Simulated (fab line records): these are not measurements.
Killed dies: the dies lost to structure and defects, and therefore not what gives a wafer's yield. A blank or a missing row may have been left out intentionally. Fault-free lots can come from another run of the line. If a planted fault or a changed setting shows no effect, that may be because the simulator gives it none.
Which tool did it? | flow n5-finfet | 27 wafers from 9 lots sampled at 5 of the route's 1938 steps

== WHAT THE GAUGES READ, wafer by wafer ==
N5_MOL_CONTACT_COAG_CD_MEAS_40: target cd 25.1 nm. Usual: cd-nm at 25.13 nm, with a standard deviation of 0.25.
lot  | measured    | on        | cd-nm (nm)        | flag
L301 | day 6 06:07 | cd-sem-03 | 25.10 24.69 24.83 |
L302 | day 6 07:59 | cd-sem-01 | 25.43 25.09 25.27 |
L308 | day 8 01:05 | cd-sem-02 | 25.12 25.29 25.28 |
L309 | day 8 04:33 | cd-sem-03 | 25.29 24.82 24.97 |
L310 | day 8 08:03 | cd-sem-01 | 24.72 24.87 25.01 |
L312 | day 9 00:23 | cd-sem-01 | 25.07 25.03 25.36 |
L313 | day 9 02:47 | cd-sem-01 | 25.50 25.36 25.04 |
L314 | day 9 09:36 | cd-sem-02 | 24.97 24.79 25.27 |
L315 | day 9 19:41 | cd-sem-02 | 25.17 25.32 25.30 |

N5_BEOL_M4_RC_MEAS_101. Usual: DIBL_N 36.5 mV/V, standard deviation 1.4; DIBL_P 36.6 mV/V, standard deviation 1.6; IOFF_N 0.160 nA/um, standard deviation 0.024; IOFF_P 0.217 nA/um, standard deviation 0.029; ION_N 674 uA/um, standard deviation 8.7; ION_P 464 uA/um, standard deviation 6.5; SS_N 71.6 mV/dec, standard deviation 0.47; SS_P 73.4 mV/dec, standard deviation 0.57; VT_N 250.0 mV, standard deviation 2.5; VT_P -250 mV, standard deviation 3.1.
lot  | measured     | on        | DIBL_N (mV/V)  | DIBL_P (mV/V)  | IOFF_N (nA/um)    | IOFF_P (nA/um)    | ION_N (uA/um) | ION_P (uA/um) | SS_N (mV/dec)  | SS_P (mV/dec)  | VT_N (mV)         | VT_P (mV)      | flag
L301 | day 9 03:20  | prober-01 | 37.1 36.6 36.3 | 37.2 36.7 36.3 | 0.180 0.178 0.169 | 0.253 0.256 0.241 | 687 675 684   | 474 468 475   | 71.6 71.7 71.6 | 73.5 72.6 73.6 | 247.7 247.2 244.9 | -247 -246 -245 |
L302 | day 9 18:49  | prober-02 | 38.8 35.9 37.8 | 39.8 36.3 38.6 | 0.211 0.160 0.187 | 0.253 0.196 0.226 | 694 677 679   | 465 457 460   | 72.7 71.2 70.8 | 74.1 73.5 74.0 | 248.9 250.0 249.7 | -249 -253 -253 |
L312 | day 11 23:23 | prober-01 | 39.6 37.6 34.9 | 40.9 37.6 34.8 | 0.225 0.175 0.131 | 0.299 0.239 0.190 | 692 680 664   | 480 467 463   | 72.1 71.7 70.7 | 74.3 73.3 73.4 | 245.3 248.3 250.8 | -246 -248 -249 |
L313 | day 11 23:09 | prober-02 | 35.3 36.2 36.7 | 34.9 35.7 36.2 | 0.123 0.135 0.145 | 0.158 0.168 0.174 | 667 672 664   | 452 452 448   | 71.6 71.6 71.8 | 73.2 72.9 72.7 | 255.3 253.1 252.7 | -256 -256 -255 |
L314 | day 12 06:28 | prober-02 | 35.3 36.1 35.7 | 34.2 35.6 35.5 | 0.112 0.127 0.127 | 0.167 0.185 0.185 | 653 663 666   | 454 462 462   | 71.0 71.2 71.4 | 72.3 73.1 73.3 | 253.4 254.9 253.7 | -255 -252 -252 |
L315 | day 12 14:25 | prober-01 | 36.7 36.8 35.0 | 38.8 39.0 36.9 | 0.167 0.173 0.146 | 0.226 0.231 0.194 | 666 669 672   | 463 459 460   | 72.0 71.6 71.7 | 74.2 73.8 73.3 | 249.4 250.7 250.6 | -253 -250 -252 |

== WHICH TOOL RAN EACH LOT (tool, then ch and the chambers of the sampled wafers, then the start) ==
lot  | N5_MOL_CONTACT_COAG_ALD_131      | N5_MOL_CONTACT_COAG_ETCH_66       | N5_MOL_CONTACT_COAG_ALD_133
L301 | ald-sin-03 ch 1,2, day 6 05:00   | rie-diel-02 ch 0,1, day 6 06:18   | ald-sin-01 ch 0,2, day 6 06:23
L302 | ald-sin-01 ch 1,2,3, day 6 06:52 | rie-diel-02 ch 0,2,3, day 6 08:10 | ald-sin-02 ch 0,2, day 6 08:14
L308 | ald-sin-02 ch 1,2, day 7 23:58   | rie-diel-02 ch 1,3, day 8 01:16   | ald-sin-01 ch 0,1, day 8 01:20
L309 | ald-sin-02 ch 1,3, day 8 03:26   | rie-diel-06 ch 0,1,2, day 8 04:44 | ald-sin-03 ch 0,2, day 8 04:49
L310 | ald-sin-03 ch 0,2, day 8 07:04   | rie-diel-02 ch 1,2,3, day 8 08:14 | ald-sin-02 ch 0,2,3, day 8 08:19
L312 | ald-sin-01 ch 0,1,2, day 8 23:13 | rie-diel-01 ch 0,1,3, day 9 01:11 | ald-sin-02 ch 0,2,3, day 9 01:16
L313 | ald-sin-02 ch 0,2,3, day 9 01:40 | rie-diel-06 ch 0,1,2, day 9 02:58 | ald-sin-01 ch 1,2,3, day 9 03:29
L314 | ald-sin-02 ch 0,1,3, day 9 08:32 | rie-diel-02 ch 0,1, day 9 09:46   | ald-sin-02 ch 1,3, day 9 09:51
L315 | ald-sin-03 ch 0,1,3, day 9 18:34 | rie-diel-06 ch 0,1,2, day 9 20:02 | ald-sin-03 ch 2,3, day 9 20:16
- N5_MOL_CONTACT_COAG_ALD_131: deposits SiO2, target thk 5 nm, pulse time 1 s, co reactant pulse time 1 s.
- N5_MOL_CONTACT_COAG_ETCH_66: etches SiARC in CF4, target depth 13 nm, time 21.7 s.
- N5_MOL_CONTACT_COAG_ALD_133: deposits SiO2, target thk 5 nm, pulse time 1 s, co reactant pulse time 1 s.

== AS READ BY THE TOOLS THEMSELVES (means over the sampled wafers that have a number; for cases with no such wafer, the mark the record gives instead) ==
N5_MOL_CONTACT_COAG_ALD_131. Usual: chamber-pressure-Torr 2.000 Torr, standard deviation 0.0037; heater-power-w 74 W, standard deviation 7.9; precursor-pulse-height-rel 1.003, standard deviation 0.018; susceptor-temp-C 100.01 C, standard deviation 0.13.
lot  | tool       | chamber-pressure-Torr (Torr) | heater-power-w (W) | precursor-pulse-height-rel | susceptor-temp-C (C) | flag
L301 | ald-sin-03 | 1.997                        | 65                 | 1.016                      | 100.00               |
L302 | ald-sin-01 | 2.000                        | 73                 | 0.998                      | 100.08               |
L308 | ald-sin-02 | 2.001                        | 79                 | 1.020                      | 99.94                |
L309 | ald-sin-02 | 2.000                        | 80                 | 1.010                      | 99.99                |
L310 | ald-sin-03 | 2.000                        | 69                 | 0.988                      | 99.89                |
L312 | ald-sin-01 | 2.001                        | 70                 | 1.017                      | 99.96                |
L313 | ald-sin-02 | 2.000                        | 80                 | 0.996                      | 100.02               |
L314 | ald-sin-02 | 2.001                        | 79                 | 0.993                      | 99.96                |
L315 | ald-sin-03 | 2.000                        | 70                 | 1.000                      | 100.02               |

N5_MOL_CONTACT_COAG_ETCH_66. Usual: drypump-motor-current-A 5.8 A (standard deviation 0.48); etch-rf-on-time-s 21.60 s (standard deviation 0.29); oes-product-au 0.67 a.u. (standard deviation 0.067); rf-fwd-power-W 531.6 W (standard deviation 1.6); rf-vpp-V 184.2 V (standard deviation 1.3); showerhead-plenum-p-Torr 2.16 Torr (standard deviation 0.078); throttle-valve-pct 15.62 % (standard deviation 0.23).
lot  | tool        | drypump-motor-current-A (A) | etch-rf-on-time-s (s) | oes-product-au (a.u.) | rf-fwd-power-W (W) | rf-vpp-V (V) | showerhead-plenum-p-Torr (Torr) | throttle-valve-pct (%) | flag
L301 | rie-diel-02 | 6.2                         | 21.69                 | 0.60                  | 532.5              | 184.0        | 2.14                            | 15.67                  |
L302 | rie-diel-02 | 5.8                         | 21.62                 | 0.65                  | 532.0              | 182.9        | 2.12                            | 15.48                  |
L308 | rie-diel-02 | 6.0                         | 21.29                 | 0.64                  | 530.7              | 183.8        | 2.11                            | 15.54                  |
L309 | rie-diel-06 | 5.4                         | 21.56                 | 0.73                  | 529.6              | 184.1        | 2.14                            | 15.56                  |
L310 | rie-diel-02 | 6.2                         | 21.56                 | 0.64                  | 530.5              | 184.4        | 2.16                            | 15.55                  |
L312 | rie-diel-01 | 5.8                         | 21.91                 | 0.66                  | 532.4              | 185.1        | 2.18                            | 15.63                  |
L313 | rie-diel-06 | 5.4                         | 21.59                 | 0.72                  | 529.9              | 184.2        | 2.14                            | 15.57                  |
L314 | rie-diel-02 | 6.2                         | 21.35                 | 0.67                  | 533.3              | 185.0        | 2.22                            | 15.55                  |
L315 | rie-diel-06 | 5.4                         | 21.38                 | 0.72                  | 530.9              | 183.9        | 2.13                            | 15.58                  |

N5_MOL_CONTACT_COAG_ALD_133. Usual: chamber-pressure-Torr 2.000 Torr, standard deviation 0.0042; heater-power-w 75 W, standard deviation 7.5; precursor-pulse-height-rel 1.002, standard deviation 0.018; susceptor-temp-C 99.99 C, standard deviation 0.13.
lot  | tool       | chamber-pressure-Torr (Torr) | heater-power-w (W) | precursor-pulse-height-rel | susceptor-temp-C (C) | flag
L301 | ald-sin-01 | 2.002                        | 73                 | 1.005                      | 99.98                |
L302 | ald-sin-02 | 2.002                        | 79                 | 0.996                      | 99.91                |
L308 | ald-sin-01 | -                            | -                  | -                          | -                    | OFF
L309 | ald-sin-03 | -                            | -                  | -                          | -                    | OFF
L310 | ald-sin-02 | -                            | -                  | -                          | -                    | OFF
L312 | ald-sin-02 | 1.999                        | 81                 | 0.988                      | 100.05               |
L313 | ald-sin-01 | 2.002                        | 74                 | 1.009                      | 100.00               |
L314 | ald-sin-02 | 1.997                        | 82                 | 1.020                      | 100.03               |
L315 | ald-sin-03 | 1.999                        | 79                 | 1.015                      | 100.03               |

== THE ANSWER, worked out from the rows above alone ==
Rule: a lot is off if the mean of its wafers that have a number lies more than 3 standard deviations from the usual mean. A lot without any number at a reading at which 4 lots or more have one is off too. Any other lot the step has rows for is counted as sound. The gauges are gone through in route order, then the tools' own readings, and for those a lot's mean is taken as printed above. At the first step where some lot is off, the reading lying furthest off is the one used; lots without a number count as furthest.
Off at N5_MOL_CONTACT_COAG_ALD_133 (chamber-pressure-Torr): L308, L309, L310. Without a number there: L308, L309, L310.
If a tool, at that step or one of the process steps before it, ran each lot that is off and ran no sound lot following the first of them, it fits. No candidate that was tried fits.

== WHAT THE SIMULATOR HAD INSERTED ==
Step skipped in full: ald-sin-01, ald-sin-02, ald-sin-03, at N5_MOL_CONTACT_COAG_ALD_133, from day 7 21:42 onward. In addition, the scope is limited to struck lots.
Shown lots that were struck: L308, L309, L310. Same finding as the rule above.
